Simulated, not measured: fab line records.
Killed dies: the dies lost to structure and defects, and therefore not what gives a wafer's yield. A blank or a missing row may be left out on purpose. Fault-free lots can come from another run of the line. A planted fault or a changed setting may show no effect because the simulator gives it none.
Matching of chambers | flow nand-harc | 4 sister chambers for NHARC_A_CHANNEL_FILL_D2_STRIP_28 on rie-diel-08
The step strips in O2, time 20 s. 16 wafers are shown with their chamber, then 8 later ones without.

== WAFERS, EACH WITH ITS CHAMBER ==
wafer  | chamber | drypump-motor-current-A (A) | rf-vpp-V (V) | oes-product-au (a.u.)
L074.2 | 0       | 5.7                         | 58.0         | 1.010
L074.4 | 1       | 5.7                         | 58.5         | 1.012
L074.5 | 3       | 6.1                         | 57.1         | 1.004
L077.1 | 1       | 5.6                         | 57.4         | 0.989
L077.2 | 2       | 5.1                         | 57.7         | 1.006
L077.3 | 3       | 6.2                         | 58.7         | 1.003
L077.4 | 0       | 5.7                         | 59.5         | 1.009
L077.5 | 3       | 6.1                         | 57.4         | 0.996
L077.6 | 2       | 5.1                         | 57.2         | 1.016
L082.1 | 2       | 5.1                         | 55.5         | 1.001
L082.3 | 0       | 5.7                         | 58.7         | 0.992
L082.4 | 1       | 5.7                         | 57.6         | 1.004
L083.1 | 3       | 6.2                         | 58.4         | 0.977
L083.2 | 1       | 5.7                         | 57.7         | 0.998
L083.3 | 0       | 5.7                         | 58.0         | 0.987
L083.4 | 2       | 5.1                         | 58.9         | 0.982

SIGNATURES (averages over the wafers above)
reading                 | chamber 0 | chamber 1 | chamber 2 | chamber 3 | scatter within a chamber
drypump-motor-current-A | 5.700     | 5.675     | 5.100     | 6.150     | 0.0382
rf-vpp-V                | 58.550    | 57.800    | 57.325    | 57.900    | 0.912
oes-product-au          | 0.99950   | 1.00075   | 1.00125   | 0.99500   | 0.0122
Rule: distance of a wafer from a chamber = root of the sum over the readings of ((wafer's reading minus chamber's mean) / reading's scatter) squared. If the next closest chamber is less than 2 further off than the closest, the wafer can't be placed; otherwise it belongs to the closest. The scatter is the square root of a quotient: the sum, over the shown wafers, of each reading's squared deviation from its chamber's mean, divided by wafers minus chambers.

== WAFERS WHOSE CHAMBER IS MISSING ==
wafer  | drypump-motor-current-A (A) | rf-vpp-V (V) | oes-product-au (a.u.)
L083.5 | 5.7                         | 57.5         | 0.996
L083.6 | 5.1                         | 56.7         | 0.983
L086.3 | 5.2                         | 57.3         | 0.978
L086.5 | 6.2                         | 57.4         | 0.983
L086.6 | 5.7                         | 57.9         | 0.993
L091.1 | 6.2                         | 57.7         | 0.999
L091.3 | 5.7                         | 57.4         | 0.995
L091.5 | 6.1                         | 58.9         | 0.995

== WHICH CHAMBER EACH WENT THROUGH ==
wafer  | from the rows above     | in truth
L083.5 | can't be placed: 1 or 0 | 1
L083.6 | 2                       | 2
L086.3 | 2                       | 2
L086.5 | 3                       | 3
L086.6 | can't be placed: 0 or 1 | 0
L091.1 | 3                       | 3
L091.3 | can't be placed: 1 or 0 | 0
L091.5 | 3                       | 3
Placed correctly: 5 of 8. These rows do not allow placing 3 (true chamber among the candidates in 3). 0 placed wrongly.
